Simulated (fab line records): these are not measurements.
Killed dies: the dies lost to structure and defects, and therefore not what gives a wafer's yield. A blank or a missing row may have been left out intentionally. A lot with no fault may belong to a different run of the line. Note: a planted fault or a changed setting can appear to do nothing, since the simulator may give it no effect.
fab line records    flow n5-finfet
[record] lots = 6  wafers = 18  last-day = 19
route steps=1938 shown HKMG_FIN@409 BEOL_M4@1111 PASSIVATION@1936
lots that met no fault: taken from a fault-free run of the same line
start-h: hours from the record's opening day to when the first of the lot's shown wafers began    wait-h: hours elapsed since this lot's preceding step    " the same as in the row above    L1.1+2: a single row standing in for several wafers    - no value, or no start was given    * or withheld: withheld    < > ~ a bound
route shown NAME@n: a module of which the file shows steps, and the number in the route of the first    usual: mean/standard deviation taken from wafers without a fault    same: alike in all rows    chamber/n: place in a boat    sites: the reading at each site    _std_site: standard deviation of those values    _edge_site: the outer-site mean with the inner-site mean subtracted    radius-mm: how far each site lies from the wafer's centre    mask NAME#n: copy n    behind: the last tool/chamber to shape the wafer    hold: what put the lot on hold/how long, in hours/how the hold closed    device: transistor that didn't switch, given as n, p or np    end of line: the route-end tests of the same wafers    a step without rows: its recipe alone    killed: at the first sort, the dies lost to defects and structure; wafer yield is something else    map: dies across one wafer; x = killed, . = not, _ = none there
set.NAME: the setting as run; set.NAME@STEP: as run at that earlier step    model.NAME: the simulator's own value behind a step, which no gauge read
lots seen at some steps along the route; tables by step, rows by wafer
services: from which hour (start-h, from the record's first day; less than 0 if before it) a tool's chamber was out of use, for how many hours, and why
[[steps]]
[step N5_HKMG_FIN_STRIP_60]
[recipe] chemistry = N2/H2  power-w = 2500  temp-c = 300  h2-frac = 0.65  time-s = 360  pressure-mtorr = withheld  n2-flow-sccm = 1750  h2-flow-sccm = 3250
[usual] drypump-motor-current-A = 5.88/0.25  heater-power-w = 475/38  n2-flow-sccm = 1751/4.5
lot.wafer  tool             chamber  start-h  wait-h  drypump-motor-current-A  heater-power-w  n2-flow-sccm  rf-hours-counter-h
L472.1     plasma-asher-01  0        76.11    0.0     5.88                     462             1753          83
L472.3     "                0        "        "       5.86                     451             1747          -
L472.4     "                1        "        "       5.65                     442             1749          -
L476.3     plasma-asher-02  0        99.44    0.1     6.25                     462             1751          -
L476.4     "                1        "        "       5.69                     527             1746          -
L476.5     "                0        "        "       6.25                     448             1747          -
L479.1     plasma-asher-01  0        115.75   0.0     5.81                     442             1753          91
L479.2     "                1        "        "       5.65                     435             1752          91
L479.4     "                1        "        "       5.65                     434             1753          -
L480.1     plasma-asher-02  1        122.82   0.0     5.68                     508             1749          48
L480.2     "                0        "        "       6.23                     460             1753          48
L480.4     "                1        "        "       5.66                     524             1754          -
L486.1     plasma-asher-02  0        161.33   0.0     6.25                     461             1751          57
L486.5     "                1        "        "       5.66                     511             1750          -
L486.6     "                0        "        "       6.22                     446             1757          -
L494.1     plasma-asher-02  1        205.42   0.0     5.70                     532             1751          67
L494.4     "                0        "        "       6.23                     450             1748          -
L494.5     "                0        "        "       6.25                     465             1750          -
[step N5_HKMG_FIN_WET_ETCH_77]
[recipe] chemistry = dHCl  mix = 1:10000  temp-c = 25  target = La2O3  stop-on = HfO2  target-depth-nm = 2
[step N5_HKMG_FIN_WET_ETCH_78]
[recipe] chemistry = dNH4OH  mix = 1:50  temp-c = 25  target = Al2O3  stop-on = La2O3  target-depth-nm = 4.5  dry = ipa-marangoni  rinse-time-s = 30  rinse-temp-c = 23
[step N5_HKMG_FIN_ALD_79]
[recipe] material = TiN  target-thk-a = 15  temp-c = 400  ald-precursor-family = TiCl4  ald-co-reactant = NH3  pulse-time-s = 1  purge-time-s = 3  co-reactant-purge-time-s = 2  co-reactant-pulse-time-s = 2  ald-cycles = 68  pressure-torr = 3
[usual] heater-power-w = 846/74  precursor-pulse-height-rel = 1.000/0.02  susceptor-temp-C = 400.00/0.24
[same] pulse-time-s = 1
lot.wafer  tool          chamber  start-h  wait-h  heater-power-w  precursor-pulse-height-rel  susceptor-temp-C
L472.1     ald-metal-02  0        76.59    0.0     721             1.009                       399.94
L472.3     "             2        "        "       794             1.012                       400.50
L472.4     "             3        "        "       941             1.017                       400.09
L476.3     ald-metal-03  0        99.80    0.0     884             1.010                       400.15
L476.4     "             1        "        "       850             0.969                       399.62
L476.5     "             2        "        "       884             1.002                       400.02
L479.1     ald-metal-04  1        116.24   0.0     937             1.028                       399.93
L479.2     "             0        "        "       875             1.027                       400.24
L479.4     "             3        "        "       904             1.020                       400.16
L480.1     ald-metal-02  1        123.30   0.0     730             1.016                       399.85
L480.2     "             3        "        "       952             1.008                       400.15
L480.4     "             0        "        "       754             0.986                       399.60
L486.1     ald-metal-02  0        161.82   0.0     733             1.001                       400.25
L486.5     "             0        "        "       732             1.002                       400.16
L486.6     "             1        "        "       719             0.980                       400.05
L494.1     ald-metal-02  3        205.91   0.0     917             0.955                       400.23
L494.4     "             3        "        "       941             1.014                       400.12
L494.5     "             2        "        "       761             0.971                       399.86
[step N5_HKMG_FIN_CVD_62]
[recipe] material = a-Si  target-thk-a = 30  temp-c = 500  precursor = Si2H6  pressure-torr = 1  time-s = 20.8
[usual] heater-power-w = 1588/230
lot.wafer  tool               chamber  start-h  wait-h  heater-power-w
L472.1     thermal-cvd-si-01  0        76.96    0.2     1779
L472.3     "                  0        "        "       1801
L472.4     "                  0        "        "       1794
L476.3     thermal-cvd-si-01  2        100.17   0.2     1478
L476.4     "                  2        "        "       1521
L476.5     "                  0        "        "       1775
L479.1     thermal-cvd-si-02  1        116.60   0.2     1761
L479.2     "                  0        "        "       1259
L479.4     "                  2        "        "       1741
L480.1     thermal-cvd-si-01  2        123.67   0.2     1491
L480.2     "                  1        "        "       1161
L480.4     "                  1        "        "       1150
L486.1     thermal-cvd-si-01  1        162.18   0.2     1171
L486.5     "                  0        "        "       1757
L486.6     "                  1        "        "       1157
L494.1     thermal-cvd-si-02  1        206.27   0.2     1706
L494.4     "                  1        "        "       1771
L494.5     "                  0        "        "       1280
[step N5_HKMG_FIN_RTA_80]
[recipe] temp-c = withheld  time-s = 2  ambient = N2  idle-temp-c = 600  ramp-up-c-per-s = 150  ramp-down-c-per-s = 60  cool-to-c = 600
[step N5_HKMG_FIN_PRECLEAN_64]
[recipe] chemistry = dHF  time-s = 30  temp-c = 25  dilution = withheld
[step N5_HKMG_FIN_WET_ETCH_65]
[recipe] chemistry = TMAH  temp-c = 70  conc-wt-pct = 5  target = a-Si  stop-on = TiN  time-s = 49  target-depth-nm = 3
[step N5_HKMG_FIN_WET_ETCH_81]
[recipe] chemistry = SC1  target = TiN  stop-on = HfO2  mix = 1:1:5  temp-c = 60  time-s = 57  target-depth-nm = 6
[step N5_HKMG_FIN_WET_ETCH_82]
[recipe] chemistry = dHCl  mix = 1:10000  temp-c = 25  target = La2O3  stop-on = HfO2  target-depth-nm = 2  dry = ipa-marangoni  rinse-time-s = 30  rinse-temp-c = 23
[step N5_HKMG_FIN_ALD_36]
[recipe] material = TiN  target-thk-a = 10  temp-c = 400  ald-precursor-family = TiCl4  ald-co-reactant = NH3  pulse-time-s = 1  purge-time-s = 3  co-reactant-purge-time-s = 2  co-reactant-pulse-time-s = 2  ald-cycles = 47  pressure-torr = 3
[usual] heater-power-w = 865/63  precursor-pulse-height-rel = 0.999/0.02  susceptor-temp-C = 400.04/0.19
[same] pulse-time-s = 1
lot.wafer  tool          chamber  start-h  wait-h  heater-power-w  precursor-pulse-height-rel  susceptor-temp-C
L472.1     ald-metal-04  3        77.58    0.1     927             1.003                       399.75
L472.3     "             0        "        "       894             0.998                       399.87
L472.4     "             3        "        "       943             0.996                       400.10
L476.3     ald-metal-02  3        100.57   0.0     928             1.006                       400.29
L476.4     "             1        "        "       727             0.995                       399.77
L476.5     "             1        "        "       728             0.984                       400.33
L479.1     ald-metal-03  3        117.00   0.0     854             0.995                       399.86
L479.2     "             0        "        "       923             1.033                       400.04
L479.4     "             2        "        "       883             0.997                       400.23
L480.1     ald-metal-03  2        124.20   0.0     866             1.010                       400.10
L480.2     "             1        "        "       851             1.016                       400.09
L480.4     "             3        "        "       836             0.997                       400.01
L486.1     ald-metal-03  3        162.58   0.0     844             1.011                       400.40
L486.5     "             1        "        "       885             0.987                       399.84
L486.6     "             0        "        "       933             1.005                       400.42
L494.1     ald-metal-03  2        206.68   0.0     857             0.997                       399.76
L494.4     "             0        "        "       927             1.005                       400.09
L494.5     "             3        "        "       839             0.984                       399.95
[step N5_HKMG_FIN_THK_MEAS_70]
[recipe] thk-meas-gauge = xrf  reads = HfO2_of_HKMG_FIN_HK_ALD_01
[usual] HK_THK = 1.603/0.018
lot.wafer  tool           chamber  start-h  wait-h  HK_THK[nm]
L472.1     film-metro-01  -        77.86    0.2     1.593
L472.3     "              -        "        "       1.618
L472.4     "              -        "        "       1.603
L476.3     film-metro-02  -        100.86   0.2     1.596
L476.4     "              -        "        "       1.616
L476.5     "              -        "        "       1.585
L479.1     film-metro-02  -        117.28   0.2     1.599
L479.2     "              -        "        "       1.616
L479.4     "              -        "        "       1.615
L480.1     film-metro-02  -        124.48   0.2     1.602
L480.2     "              -        "        "       1.548
L480.4     "              -        "        "       1.609
L486.1     film-metro-02  -        162.86   0.2     1.590
L486.5     "              -        "        "       1.616
L486.6     "              -        "        "       1.602
L494.1     film-metro-02  -        206.96   0.2     1.599
L494.4     "              -        "        "       1.628
L494.5     "              -        "        "       1.590
[step N5_HKMG_FIN_PWFM_ALD_03]
[recipe] material = TiN  target-thk-a = 20  temp-c = 400  ald-precursor-family = TiCl4  ald-co-reactant = NH3  pulse-time-s = 1  purge-time-s = 3  co-reactant-purge-time-s = 2  co-reactant-pulse-time-s = 2  ald-cycles = 91  pressure-torr = 3
[usual] heater-power-w = 842/79  precursor-pulse-height-rel = 1.001/0.02  susceptor-temp-C = 400.03/0.24
[same] pulse-time-s = 1
lot.wafer  tool          chamber  start-h  wait-h  heater-power-w  precursor-pulse-height-rel  susceptor-temp-C
L472.1     ald-metal-02  0        77.89    0.0     749             1.006                       400.04
L472.3     "             2        "        "       761             0.958                       400.47
L472.4     "             3        "        "       944             1.030                       400.30
L476.3     ald-metal-04  2        100.89   0.0     824             1.000                       399.70
L476.4     "             1        "        "       975             0.988                       399.90
L476.5     "             3        "        "       930             1.016                       399.89
L479.1     ald-metal-04  1        117.32   0.0     1092            1.022                       417.97
L479.2     "             2        "        "       955             0.992                       418.49
L479.4     "             0        "        "       960             1.008                       418.29
L480.1     ald-metal-04  0        124.52   0.0     984             1.006                       417.89
L480.2     "             2        "        "       924             0.980                       418.26
L480.4     "             1        "        "       1080            1.037                       417.97
L486.1     ald-metal-02  1        162.89   0.0     718             0.984                       400.16
L486.5     "             3        "        "       943             1.025                       400.13
L486.6     "             0        "        "       737             0.964                       400.10
L494.1     ald-metal-03  0        207.00   0.0     920             1.005                       399.97
L494.4     "             3        "        "       849             1.007                       400.13
L494.5     "             0        "        "       896             1.009                       399.87
[step N5_HKMG_FIN_COAT_29]
[recipe] resist = SOC  temp-c = 250  time-s = 60  spin-rpm = 1500  resist-thk-nm = 300
[step N5_BEOL_M4_RC_MEAS_101]
[usual] DIBL_N = 36.6/1.9  DIBL_P = 36.7/2.2  IOFF_N = 0.16/0.035  IOFF_P = 0.22/0.038  ION_N = 672/14  ION_P = 462/8.3  SS_N = 71.6/0.65  SS_P = 73.5/0.72  VT_N = 250/3.5  VT_P = -250/3.1
lot.wafer  tool       chamber  start-h  wait-h  DIBL_N[mV/V]  DIBL_P[mV/V]  IOFF_N[nA/um]  IOFF_P[nA/um]  ION_N[uA/um]  ION_P[uA/um]  SS_N[mV/dec]  SS_P[mV/dec]  VT_N[mV]  VT_P[mV]
L472.1     prober-01  0        203.02   0.0     35.1          34.5          0.13           0.21           656           468           70.6          73.1          254       -248
L472.3     "          0        "        "       36.3          36.1          0.15           0.23           659           457           70.9          73.7          251       -249
L472.4     "          0        "        "       35.1          35.1          0.13           0.21           661           465           71.3          73.3          254       -249
L476.3     prober-02  0        208.00   0.3     33.2          32.8          0.11           0.14           642           438           70.5          72.1          260       -257
L476.4     "          0        "        "       37.0          37.2          0.17           0.20           656           449           71.0          73.1          250       -254
L476.5     "          0        "        "       34.8          35.1          0.12           0.17           637           447           70.9          73.4          259       -257
L479.1     prober-01  0        236.85   0.0     38.4          38.8          0.20           0.26           678           463           72.8          73.3          245       -246
L479.2     "          0        "        "       39.2          40.2          0.22           0.29           703           476           71.9          73.7          246       -246
L479.4     "          0        "        "       40.0          40.8          0.23           0.31           682           465           73.2          74.5          245       -244
L480.1     prober-01  0        238.46   0.0     37.5          37.2          0.16           0.27           672           469           71.6          73.0          251       -245
L480.2     "          0        "        "       34.7          34.3          0.12           0.21           664           471           71.3          72.4          255       -249
L480.4     "          0        "        "       36.8          36.2          0.15           0.25           670           468           71.6          72.9          250       -247
L486.1     prober-02  0        279.58   0.0     35.7          36.3          0.14           0.20           675           469           72.0          73.0          254       -251
L486.5     "          0        "        "       35.3          36.2          0.14           0.20           676           470           70.9          72.9          252       -250
L486.6     "          0        "        "       37.5          39.4          0.17           0.24           663           452           71.9          74.2          250       -249
L494.1     prober-02  0        319.66   0.0     36.6          36.0          0.16           0.23           682           472           71.7          72.4          248       -246
L494.4     "          0        "        "       36.7          35.6          0.17           0.23           688           464           71.3          73.1          247       -248
L494.5     "          0        "        "       37.7          38.1          0.19           0.28           692           478           71.9          73.1          246       -244
[step N5_PASSIVATION_PROBE_49]
[usual] defect-limited-yield = 91.6/1.4  killed_at_M0_to_M3 = 35/10  killed_at_M4_up = 13/4.8  killed-at-contacts = 12/7.2  killed-at-front-end = 36/12  killed-at-other = 4/3.1  killed-dies = 100/17  killed-open = 66/13  killed-short = 32/7.3  sort_bin_5_function = 5.0/0.94  sort_bin_6_memory = 3.1/0.67  sort_bin_8_speed = 0.01/0.047  sort-n-pass = 1080/17  sort-yield-pct = 91.6/1.4
[same] gross-dies = 1180  killed-at-back-side = 0  sort_bin_4_leakage[%] = 0
lot.wafer  tool       chamber  start-h  wait-h  defect-limited-yield[%]  killed_at_M0_to_M3  killed_at_M4_up  killed-at-contacts  killed-at-front-end  killed-at-other  killed-dies  killed-open  killed-short  sort_bin_5_function[%]  sort_bin_6_memory[%]  sort_bin_8_speed[%]  sort-n-pass  sort-yield-pct[%]
L472.1     prober-01  -        317.19   0.0     90.3                     35                  12               15                  50                   3                115          76           39            5.3                     4.1                   0                    1065         90.3
L472.3     prober-01  -        317.29   0.1     90.8                     48                  12               23                  25                   0                108          71           37            5.8                     3.1                   0                    1072         90.8
L472.4     prober-01  -        317.34   0.2     92.5                     32                  8                13                  33                   2                88           56           32            4.9                     2.0                   0                    1092         92.5
// killed by level:class
L472.1 MOL_CONTACT_COAG:geometric-particle:open=14 FIN_SAQP:geometric-particle:short=11 FIN_SAQP:geometric-particle:open=9 BEOL_M1:geometric-particle:open=9 GATE_CUT:geometric-particle:short=8 BEOL_M0_SAQP:geometric-particle:open=8 BEOL_M4:geometric-particle:open=8 DUMMY_GATE:geometric-particle:open=5
L472.3 MOL_CONTACT_COAG:geometric-particle:open=20 BEOL_M1:geometric-particle:open=15 BEOL_M2:geometric-particle:open=9 BEOL_M0_SAQP:geometric-particle:open=7 FIN_SAQP:geometric-particle:short=5 BEOL_M0_SAQP:geometric-particle:short=5 DUMMY_GATE:geometric-particle:open=4 BEOL_M5:geometric-particle:short=4
L472.4 MOL_CONTACT_COAG:geometric-particle:open=12 BEOL_M0_SAQP:geometric-particle:open=11 FIN_SAQP:geometric-particle:short=8 FIN_SAQP:geometric-particle:open=8 BEOL_M0_SAQP:geometric-particle:short=6 BEOL_M1:geometric-particle:open=6 STI_FIN_REVEAL:geometric-particle:open=4 BEOL_M2:geometric-particle:open=4
[[services]]
tool               chamber  start-h  hours  kind
plasma-asher-01    -        55.10    1.3    repair
thermal-cvd-si-01  2        72.47    5.0    repair
ald-metal-02       -        87.21    0.3    repair
thermal-cvd-si-01  -        96.58    2.8    pm
thermal-cvd-si-02  0        124.81   80.0   repair
plasma-asher-01    -        167.85   2.8    pm
ald-metal-02       1        195.12   23.4   repair
thermal-cvd-si-02  -        198.49   6.0    pm
[[key]]
[first-sign] step = N5_HKMG_FIN_PWFM_ALD_03  reading = susceptor-temp-C  direction = up  sigmas = 76  usual = *  struck = *
[effect] step = N5_HKMG_FIN_PWFM_ALD_03  reading = heater-power-w  direction = up  sigmas = 2  usual = *  struck = *
met-at N5_HKMG_FIN_PWFM_ALD_03
struck-wafers L479.1,L479.2,L479.4,L480.1,L480.2,L480.4
onset-between 100.89 117.32
[fault] kind = process-parameter-drift  tool = ald-metal-04  chamber = -  onset-h = 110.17  steps = N5_HKMG_FIN_PWFM_ALD_03  channel = temp-c  offset = *  shape = step  end-h = 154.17  acts-in = *  stated = *
